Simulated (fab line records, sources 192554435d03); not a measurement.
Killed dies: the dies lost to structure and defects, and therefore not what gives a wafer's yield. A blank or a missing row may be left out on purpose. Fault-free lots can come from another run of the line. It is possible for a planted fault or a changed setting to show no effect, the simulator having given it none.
fab line records | flow n5Finfet | part 1 of 2: steps 1 to 24 of 32
record lots=5 wafers=15 lastDay=14
route steps=1938 shown BEOL_M6@1257 BEOL_M7@1263
lots that met no fault: from a run of the same line without faults
startH: start of the lot's first displayed wafer, in hours after the record's first day | waitH: how many hours have passed since the lot's step before this one | " the same as in the row above | L1.1+2: several wafers, shown together as one row | - no value, or no start given | * or withheld: withheld | < > ~ a bound
route shown NAME@n: a module of which the file shows steps, and the number in the route of the first | usual: mean/standard deviation taken from wafers without a fault | same: alike in all rows | chamber/n: place in a boat | sites: the reading at each site | _std_site: standard deviation across them | _edge_site: outer sites' mean less inner sites' | radiusMm: for every site, how far away it sits from the centre of the wafer | mask NAME#n: copy n | behind: the last tool/chamber to shape the wafer | hold: why the lot went on hold/how many hours it stayed there/how the hold came to an end | device: which transistor (n, p or np) failed to switch | end of line: tests run on the same wafers once the route is complete | a step with no rows: only its recipe | killed: the dies lost at the first sort to structure and to defects; this is not the yield of the wafer | map: a wafer's dies, x killed, . not, _ none there
set.NAME: the setting as run; set.NAME@STEP: as run at that earlier step | model.NAME: the simulator's own value behind a step, which no gauge read
certain route steps with their lots: each step a table, each wafer a row
services: from which hour (startH, from the record's first day; less than 0 if before it) a tool's chamber was out of use, for how many hours, and why
## steps
# step N5_BEOL_M6_CMP_52
# recipe stopOn=SiCOH_lowk tOverpolishS=6.9 downForcePsi=1 platenRpm=50 clearingPlatenDownForcePsi=1.5 clearingPlatenRpm=50 postCmpClean=cuAlkaline targetThkNm=80 clearingPlatenPadVelocityMS=0.99484 padVelocityMS=0.99484
# usual barrierFieldEndpointS=28.8/0.69 motorCurrentA=6.0/0.58 overpolishRunS=6.900/0.0094 timeToEndpointS=61/3.3
# columns lot.wafer tool chamber startH waitH barrierFieldEndpointS motorCurrentA overpolishRunS timeToEndpointS
L075.3 cmp-01 3 196.68 0.2 28.0 5.9 6.912 54
L075.1 " 0 " " 28.1 6.1 6.896 57
L075.2 " 2 " " 28.5 5.3 6.896 56
L076.1 cmp-01 3 199.56 0.4 29.0 5.7 6.903 63
L076.5 " 0 " " 28.5 5.8 6.900 57
L076.6 " 1 " " 28.3 5.7 6.899 58
L077.3 cmp-03 0 206.17 0.2 29.4 5.4 6.914 68
L077.6 " 3 " " 30.0 6.9 6.908 66
L077.5 " 0 " " 29.3 5.9 6.913 67
L083.4 cmp-03 3 241.98 0.1 29.4 7.4 6.912 64
L083.3 " 0 " " 28.2 5.8 6.887 62
L083.1 " 2 " " 28.2 6.0 6.904 60
L084.4 cmp-04 3 248.75 0.2 29.4 5.4 6.886 61
L084.1 " 0 " " 29.3 5.7 6.916 65
L084.5 " 2 " " 28.6 5.5 6.900 63
# step N5_BEOL_M6_THK_MEAS_53
# recipe thkMeasGauge=xrf reads=Cu_of_BEOL_M6_ECD_50
# usual M6_THK=79.0/2.4
# columns lot.wafer tool chamber startH waitH M6_THK[nm]
L075.1 filmMetro-02 - 196.97 - 79.0
L075.2 " - " " 75.4
L075.3 " - " " 79.1
L076.1 filmMetro-01 - 199.74 - 75.7
L076.5 " - " " 78.8
L076.6 " - " " 76.3
L077.3 filmMetro-02 - 206.43 - 78.4
L077.5 " - " " 79.6
L077.6 " - " " 78.3
L083.1 filmMetro-02 - 242.27 - 75.8
L083.3 " - " " 82.1
L083.4 " - " " 78.6
L084.1 filmMetro-01 - 248.97 - 77.4
L084.4 " - " " 79.4
L084.5 " - " " 75.2
# step N5_BEOL_M6_PRE_CLEAN_55
# recipe gas=NH3 timeS=15 tempC=withheld rfPowerW=300
# columns lot.wafer tool chamber startH waitH
L075.1+2+3 pecvd-01 2,1,0 197.01 0.0
L076.1+5+6 pecvd-03 0,2,1 199.78 0.0
L077.3+5+6 pecvd-01 1,2,0 206.46 0.0
L083.1+3+4 pecvd-02 1,0,1 242.31 0.0
L084.1+4+5 pecvd-02 1 249.01 0.0
# step N5_BEOL_M6_DEP_56
# recipe material=SiCN targetThkA=100 tempC=withheld precursor=3MS/NH3 pressureTorr=3 rfW=202 timeS=17.5
# usual chamberPressureTorr=3.000/0.006 showerheadPlenumPTorr=3.670/0.019 throttleValvePct=9.0/0.56
# columns lot.wafer tool chamber startH waitH chamberPressureTorr showerheadPlenumPTorr throttleValvePct
L075.1 pecvd-01 2 197.04 0.0 3.007 3.698 8.4
L075.2 " 1 " " 3.003 3.685 10.1
L075.3 " 0 " " 3.005 3.669 8.9
L076.1 pecvd-03 0 199.80 0.0 3.011 3.694 8.6
L076.5 " 2 " " 2.993 3.688 8.4
L076.6 " 1 " " 2.999 3.673 8.9
L077.3 pecvd-01 1 206.49 0.0 3.001 3.684 10.2
L077.5 " 2 " " 2.993 3.700 8.3
L077.6 " 0 " " 3.006 3.667 8.8
L083.1 pecvd-02 1 242.35 0.0 2.988 3.646 8.7
L083.3 " 0 " " 3.004 3.642 9.1
L083.4 " 1 " " 2.995 3.652 8.7
L084.1 pecvd-02 1 249.05 0.0 3.004 3.653 8.7
L084.4 " 1 " " 3.004 3.653 8.7
L084.5 " 1 " " 3.000 3.651 9.0
# step N5_BEOL_M6_RS_MEAS_57
# recipe thkMeasGauge=four-point-probe reads=Cu_of_BEOL_M6_ECD_50+Co_of_BEOL_M6_CVD_78+TaN_of_BEOL_M6_ALD_77
# usual M6_RS=0.289/0.0096
# columns lot.wafer tool chamber startH waitH M6_RS[ohm/sq]
L075.1 filmMetro-02 - 197.11 0.1 0.295
L075.2 " - " " 0.307
L075.3 " - " " 0.292
L076.1 filmMetro-02 - 199.87 0.1 0.304
L076.5 " - " " 0.291
L076.6 " - " " 0.302
L077.3 filmMetro-01 - 206.56 0.1 0.290
L077.5 " - " " 0.288
L077.6 " - " " 0.292
L083.1 filmMetro-01 - 242.44 0.1 0.303
L083.3 " - " " 0.276
L083.4 " - " " 0.292
L084.1 filmMetro-01 - 249.13 0.1 0.292
L084.4 " - " " 0.283
L084.5 " - " " 0.300
# step N5_BEOL_M6_INSPECT_58
# recipe inspectInstrument=darkfield mode=postDep
# usual rawDefectCount=72/26
# columns lot.wafer tool chamber startH waitH rawDefectCount
L075.1 defectInspect-01 - 197.13 0.0 41
L075.2 " - " " 57
L075.3 " - " " 57
L076.1 defectInspect-01 - 199.90 0.0 77
L076.5 " - " " 99
L076.6 " - " " 88
L077.3 defectInspect-02 - 206.58 0.0 53
L077.5 " - " " 52
L077.6 " - " " 67
L083.1 defectInspect-02 - 242.46 0.0 47
L083.3 " - " " 90
L083.4 " - " " 72
L084.1 defectInspect-02 - 249.16 0.0 79
L084.4 " - " " 85
L084.5 " - " " 54
# step N5_BEOL_M7_ILD_DEP_00
# recipe material=SiCOH_lowk targetThkA=1797.5 tempC=300 precursor=DEMS/porogen pressureTorr=5 rfW=500 timeS=33.4
# usual chamberPressureTorr=5.000/0.011 heaterPowerW=328/45 showerheadPlenumPTorr=5.756/0.014 throttleValvePct=13.8/0.79
# columns lot.wafer tool chamber startH waitH chamberPressureTorr heaterPowerW showerheadPlenumPTorr throttleValvePct
L075.1 pecvd-01 1 197.17 0.0 5.001 363 5.762 15.7
L075.2 " 2 " " 4.997 305 5.775 13.2
L075.3 " 0 " " 4.988 313 5.734 13.6
L076.1 pecvd-03 2 199.93 0.0 5.015 319 5.774 13.3
L076.5 " 0 " " 5.004 365 5.774 13.3
L076.6 " 1 " " 5.011 261 5.747 13.4
L077.3 pecvd-01 0 206.62 0.0 4.992 304 5.733 13.7
L077.5 " 0 " " 5.001 304 5.733 13.5
L077.6 " 2 " " 4.990 344 5.770 13.2
L083.1 pecvd-03 0 242.50 0.0 4.988 365 5.774 13.1
L083.3 " 2 " " 5.013 272 5.773 13.3
L083.4 " 0 " " 4.991 388 5.751 13.6
L084.1 pecvd-03 2 249.20 0.0 5.010 282 5.770 13.5
L084.4 " 2 " " 5.012 282 5.770 13.6
L084.5 " 0 " " 5.000 415 5.762 13.3
# step N5_BEOL_M7_CURE_74
# recipe tempC=385 timeS=240 ambient=He/Ar material=SiCOH_lowk
# usual lampPowerPct=52.32/0.054 wafer_temp_C_max=386.6/0.52
# columns lot.wafer tool chamber startH waitH lampPowerPct wafer_temp_C_max
L075.1 uvCure-02 1 197.23 0.0 52.29 386.7
L075.2 " 1 " " 52.40 386.9
L075.3 " 1 " " 52.33 387.4
L076.1 uvCure-02 1 200.00 0.0 52.35 387.3
L076.5 " 1 " " 52.27 387.8
L076.6 " 1 " " 52.25 387.5
L077.3 uvCure-01 2 206.84 0.2 52.37 385.9
L077.5 " 2 " " 52.33 386.5
L077.6 " 2 " " 52.28 386.3
L083.1 uvCure-02 2 242.56 0.0 52.39 386.0
L083.3 " 2 " " 52.33 386.4
L083.4 " 2 " " 52.31 385.7
L084.1 uvCure-01 0 249.26 0.0 52.39 387.3
L084.4 " 0 " " 52.30 387.0
L084.5 " 0 " " 52.34 387.7
# step N5_BEOL_M7_THK_MEAS_01
# recipe reads=SiCOH_lowk_of_BEOL_M7_ILD_DEP_00
# usual M7_ILD_THK=155.2/2.3
# columns lot.wafer tool chamber startH waitH M7_ILD_THK[nm]
L075.1 filmMetro-01 - 197.74 0.4 150.7
L075.2 " - " " 152.8
L075.3 " - " " 151.7
L076.1 filmMetro-02 - 200.51 0.4 151.1
L076.5 " - " " 157.5
L076.6 " - " " 155.7
L077.3 filmMetro-02 - 207.20 0.3 153.6
L077.5 " - " " 154.5
L077.6 " - " " 154.2
L083.1 filmMetro-02 - 243.56 0.8 154.1
L083.3 " - " " 153.9
L083.4 " - " " 155.1
L084.1 filmMetro-01 - 249.77 0.4 155.6
L084.4 " - " " 157.3
L084.5 " - " " 157.7
# step N5_BEOL_M7_PECVD_70
# recipe material=SiO2 targetThkA=200 tempC=400 precursor=TEOS/O2 pressureTorr=5.5 rfW=450 teosFlowSccm=53.8 gas=O2 flowSccm=3000 timeS=22.7
# usual chamberPressureTorr=5.500/0.012 heaterPowerW=747/79 showerheadPlenumPTorr=8.85/0.061 throttleValvePct=22.4/1.3
# columns lot.wafer tool chamber startH waitH chamberPressureTorr heaterPowerW showerheadPlenumPTorr throttleValvePct
L075.1 pecvd-03 0 197.78 0.0 5.514 811 8.89 21.4
L075.2 " 1 " " 5.501 679 8.85 21.7
L075.3 " 2 " " 5.488 741 8.90 21.7
L076.1 pecvd-04 0 200.55 0.0 5.479 636 8.80 21.8
L076.5 " 0 " " 5.512 642 8.80 21.8
L076.6 " 2 " " 5.489 781 8.79 21.8
L077.3 pecvd-04 2 207.23 0.0 5.513 825 8.78 22.0
L077.5 " 0 " " 5.495 613 8.79 21.8
L077.6 " 2 " " 5.512 823 8.79 21.9
L083.1 pecvd-04 1 243.59 0.0 5.471 888 8.91 23.7
L083.3 " 0 " " 5.493 700 8.78 21.8
L083.4 " 0 " " 5.503 684 8.82 22.0
L084.1 pecvd-03 1 249.81 0.0 5.492 716 8.84 21.8
L084.4 " 1 " " 5.472 717 8.81 21.7
L084.5 " 0 " " 5.481 882 8.88 21.8
# step N5_BEOL_M7_HM_DEP_02
# recipe material=TiN targetThkA=200 tempC=25 chamberPressurePa=0.49996
# usual throttleValvePct=30.2/0.99
# columns lot.wafer tool chamber startH waitH throttleValvePct
L075.1 pvdSputter-01 - 198.11 0.3 31.5
L075.2 " - " " 31.1
L075.3 " - " " 28.4
L076.1 pvdSputter-01 - 201.25 0.7 31.4
L076.5 " - " " 28.5
L076.6 " - " " 31.4
L077.3 pvdSputter-03 - 207.92 0.7 30.0
L077.5 " - " " 30.6
L077.6 " - " " 31.3
L083.1 pvdSputter-02 - 245.82 2.2 31.2
L083.3 " - " " 29.4
L083.4 " - " " 30.8
L084.1 pvdSputter-01 - 250.04 0.2 28.6
L084.4 " - " " 30.8
L084.5 " - " " 30.0
# step N5_BEOL_M7_COAT_59
# recipe resist=SOC tempC=250 timeS=60 spinRpm=1500 resistThkNm=100
# columns lot.wafer tool chamber startH waitH
L075.1+2+3 lithoTrack-03 0 198.23 0.1
L076.1+5+6 lithoTrack-03 0 201.37 0.1
L077.3+5+6 lithoTrack-03 0 208.05 0.1
L083.1+3+4 lithoTrack-05 0 245.95 0.1
L084.1+4+5 lithoTrack-04 0 250.17 0.1
# step N5_BEOL_M7_COAT_60
# recipe resist=SiARC tempC=220 timeS=60 spinRpm=1500 resistThkNm=35
# columns lot.wafer tool chamber startH waitH
L075.1+2+3 lithoTrack-03 0 - -
L076.1+5+6 lithoTrack-03 0 - -
L077.3+5+6 lithoTrack-03 0 - -
L083.1+3+4 lithoTrack-05 0 - -
L084.1+4+5 lithoTrack-04 0 - -
# step N5_BEOL_M7_COAT_05
# recipe resist=CAR-ArF spinRpm=1500 resistThkNm=90
# columns lot.wafer tool chamber startH waitH
L075.1+2+3 lithoTrack-03 0 - -
L076.1+5+6 lithoTrack-03 0 - -
L077.3+5+6 lithoTrack-03 0 - -
L083.1+3+4 lithoTrack-05 0 - -
L084.1+4+5 lithoTrack-04 0 - -
# step N5_BEOL_M7_EBR_07
# recipe solvent=PGMEA ebrWidthMm=1.5
# same ebrWidthMm=1.5
# columns lot.wafer tool chamber startH waitH
L075.1+2+3 lithoTrack-03 0 - -
L076.1+5+6 lithoTrack-03 0 - -
L077.3+5+6 lithoTrack-03 0 - -
L083.1+3+4 lithoTrack-05 0 - -
L084.1+4+5 lithoTrack-04 0 - -
# step N5_BEOL_M7_SOFTBAKE_06
# recipe tempC=110 timeS=60 resist=CAR-ArF
# columns lot.wafer tool chamber startH waitH
L075.1+2+3 lithoTrack-03 0 - -
L076.1+5+6 lithoTrack-03 0 - -
L077.3+5+6 lithoTrack-03 0 - -
L083.1+3+4 lithoTrack-05 0 - -
L084.1+4+5 lithoTrack-04 0 - -
# step N5_BEOL_M7_EXPOSE_08
# recipe maskId=M7 na=1.35 sourceShape=dipole sigmaInner=0.817 sigmaOuter=0.97 polarization=te doseMj=68.25
# usual stageVelMmS=500.00/0.26
# columns lot.wafer tool chamber startH waitH mask stageVelMmS
L075.1 arfiScanner-03 0 198.48 - M7#0 499.70
L075.2 " 0 " " M7#0 499.88
L075.3 " 0 " " M7#0 499.87
L076.1 arfiScanner-01 0 201.62 - M7#0 500.08
L076.5 " 0 " " M7#0 499.87
L076.6 " 0 " " M7#0 500.12
L077.3 arfiScanner-01 0 208.18 - M7#0 500.13
L077.5 " 0 " " M7#0 499.78
L077.6 " 0 " " M7#0 499.78
L083.1 arfiScanner-02 0 246.07 - M7#0 499.85
L083.3 " 0 " " M7#0 499.85
L083.4 " 0 " " M7#0 499.76
L084.1 arfiScanner-01 0 250.41 - M7#0 500.67
L084.4 " 0 " " M7#0 500.21
L084.5 " 0 " " M7#0 500.44
# step N5_BEOL_M7_PEB_09
# recipe pebTempC=withheld pebTimeS=60 resist=CAR-ArF
# columns lot.wafer tool chamber startH waitH
L075.1+2+3 lithoTrack-03 0 198.54 0.1
L076.1+5+6 lithoTrack-03 0 201.68 0.1
L077.3+5+6 lithoTrack-05 0 208.23 0.0
L083.1+3+4 lithoTrack-04 0 246.13 0.1
L084.1+4+5 lithoTrack-04 0 250.47 0.1
# step N5_BEOL_M7_DEVELOP_10
# recipe developTimeS=30 developer=TMAH resist=CAR-ArF rinseLiquid=diw dry=airSpin devTempC=23
# columns lot.wafer tool chamber startH waitH
L075.1+2+3 lithoTrack-03 0 - -
L076.1+5+6 lithoTrack-03 0 - -
L077.3+5+6 lithoTrack-05 0 - -
L083.1+3+4 lithoTrack-04 0 - -
L084.1+4+5 lithoTrack-04 0 - -
# step N5_BEOL_M7_CD_MEAS_11
# recipe targetCdNm=38.5 landingEnergyEv=500 detector=seInlens polarity=opening
# usual cdNm=38.7/0.54
# columns lot.wafer tool chamber startH waitH cdNm
L075.1 cdSem-03 0 198.61 - 39.2
L075.2 " 0 " " 39.1
L075.3 " 0 " " 39.1
L076.1 cdSem-03 0 201.75 - 38.2
L076.5 " 0 " " 37.5
L076.6 " 0 " " 38.3
L077.3 cdSem-02 0 208.30 - 38.5
L077.5 " 0 " " 38.0
L077.6 " 0 " " 38.7
L083.1 cdSem-02 0 246.20 - 38.6
L083.3 " 0 " " 38.6
L083.4 " 0 " " 38.4
L084.1 cdSem-03 0 250.54 - 37.7
L084.4 " 0 " " 38.3
L084.5 " 0 " " 37.6
# step N5_BEOL_M7_OVL_MEAS_12
# recipe pointsPerWafer=44
# usual M7_OVL=-0.1/0.97
# columns lot.wafer tool chamber startH waitH M7_OVL[nm]
L075.1 overlay-01 0 198.64 0.0 -1.1
L075.2 " 0 " " 0.2
L075.3 " 0 " " -0.8
L076.1 overlay-01 0 201.78 0.0 1.1
L076.5 " 0 " " 0.0
L076.6 " 0 " " 1.5
L077.3 overlay-01 0 208.33 0.0 -0.4
L077.5 " 0 " " -0.3
L077.6 " 0 " " 0.5
L083.1 overlay-01 0 246.23 0.0 -0.8
L083.3 " 0 " " -0.4
L083.4 " 0 " " -0.7
L084.1 overlay-02 0 250.57 0.0 -1.1
L084.4 " 0 " " -1.2
L084.5 " 0 " " 0.5
# step N5_BEOL_M7_INSPECT_13
# recipe mode=adi inspectInstrument=brightfield
# usual rawDefectCount=388/82
# columns lot.wafer tool chamber startH waitH rawDefectCount
L075.1 defectInspect-02 - 198.66 0.0 367
L075.2 " - " " 333
L075.3 " - " " 310
L076.1 defectInspect-02 - 201.80 0.0 228
L076.5 " - " " 446
L076.6 " - " " 350
L077.3 defectInspect-02 - 208.35 0.0 321
L077.5 " - " " 294
L077.6 " - " " 344
L083.1 defectInspect-02 - 246.25 0.0 356
L083.3 " - " " 372
L083.4 " - " " 356
L084.1 defectInspect-02 - 250.59 0.0 430
L084.4 " - " " 438
L084.5 " - " " 582
# step N5_BEOL_M7_DESCUM_16
# recipe chemistry=O2 timeS=7.9 sourcePowerW=50 biasPowerW=20 pressureMtorr=20 rfFrequencyHz=2.712e+07 tempC=40 resist=CAR-ArF o2FlowSccm=225
# usual drypumpMotorCurrentA=5.7/0.63 oesProductAu=0.82/0.09 rfVppV=243.0/1.1 showerheadPlenumPTorr=2.08/0.063 throttleValvePct=20.3/0.32
# columns lot.wafer tool chamber startH waitH drypumpMotorCurrentA oesProductAu rfHoursCounterH rfVppV showerheadPlenumPTorr throttleValvePct
L075.1 rieDiel-01 0 198.97 0.3 4.8 0.88 50 243.2 2.11 20.2
L075.2 " 2 " " 6.1 0.94 21 243.5 2.03 19.8
L075.3 " 1 " " 5.2 0.70 215 243.6 2.06 20.8
L076.1 rieDiel-01 3 201.83 0.0 6.4 0.87 62 242.9 2.04 20.3
L076.5 " 2 " " 6.1 0.95 - 242.5 2.03 19.8
L076.6 " 3 " " 6.3 0.87 - 241.1 2.04 20.3
L077.3 rieDiel-01 2 208.38 0.0 6.1 0.93 24 242.2 2.03 19.8
L077.5 " 2 " " 6.1 0.94 - 241.2 2.03 19.8
L077.6 " 3 " " 6.3 0.87 - 242.1 2.04 20.3
L083.1 rieDiel-04 3 246.29 0.0 6.6 0.70 210 239.4 2.00 20.9
L083.3 " 2 " " 5.7 0.84 43 243.7 2.15 20.7
L083.4 " 0 " " 5.7 0.93 11 245.0 2.13 20.6
L084.1 rieDiel-01 3 250.63 0.0 6.4 0.85 78 242.5 2.03 20.3
L084.4 " 0 " " 4.8 0.86 66 244.3 2.11 20.2
L084.5 " 2 " " 6.1 0.92 - 242.2 2.02 19.8
# step N5_BEOL_M7_ETCH_61
# recipe chemistry=CF4 target=SiARC targetDepthA=455 maskMaterial=CAR-ArF timeS=75.8 ionEnergyEv=80 pressureMtorr=40 sourceW=545 biasW=36 Ar_flow_sccm=100 cf4FlowSccm=100 ends=cleared
# usual cf4FlowSccm=100.03/0.29 drypumpMotorCurrentA=5.7/0.63 etchRfOnTimeS=76.0/2 oesProductAu=0.70/0.077 rfVppV=184.0/1.1 showerheadPlenumPTorr=2.14/0.059 throttleValvePct=15.54/0.26
# columns lot.wafer tool chamber startH waitH cf4FlowSccm drypumpMotorCurrentA etchRfOnTimeS oesProductAu rfHoursCounterH rfVppV showerheadPlenumPTorr throttleValvePct
L075.1 rieDiel-01 0 199.00 0.0 100.41 4.8 75.4 0.75 50 184.9 2.17 15.41
L075.2 " 2 " " 100.41 6.1 72.0 0.82 21 182.6 2.10 15.19
L075.3 " 1 " " 100.01 5.2 74.6 0.61 215 182.1 2.10 15.91
L076.1 rieDiel-01 3 201.87 0.0 100.09 6.4 77.0 0.73 62 183.1 2.10 15.43
L076.5 " 2 " " 100.21 6.1 72.2 0.82 - 183.0 2.10 15.18
L076.6 " 3 " " 100.18 6.3 77.0 0.73 - 183.9 2.10 15.45
L077.3 rieDiel-01 2 208.42 0.0 100.37 6.1 73.1 0.81 24 184.2 2.10 15.20
L077.5 " 2 " " 99.78 6.1 72.9 0.81 - 183.5 2.10 15.19
L077.6 " 3 " " 100.22 6.4 77.5 0.73 - 184.8 2.09 15.46
L083.1 rieDiel-04 3 246.32 0.0 100.19 6.6 77.1 0.61 210 182.9 2.03 15.94
L083.3 " 2 " " 100.12 5.7 78.3 0.71 43 185.3 2.20 15.68
L083.4 " 0 " " 99.50 5.7 73.0 0.81 11 185.3 2.19 15.76
L084.1 rieDiel-01 3 250.66 0.0 99.87 6.4 77.0 0.71 78 181.2 2.09 15.50
L084.4 " 0 " " 100.11 4.7 75.7 0.73 66 185.1 2.17 15.45
L084.5 " 2 " " 99.97 6.1 72.0 0.79 - 183.4 2.09 15.24
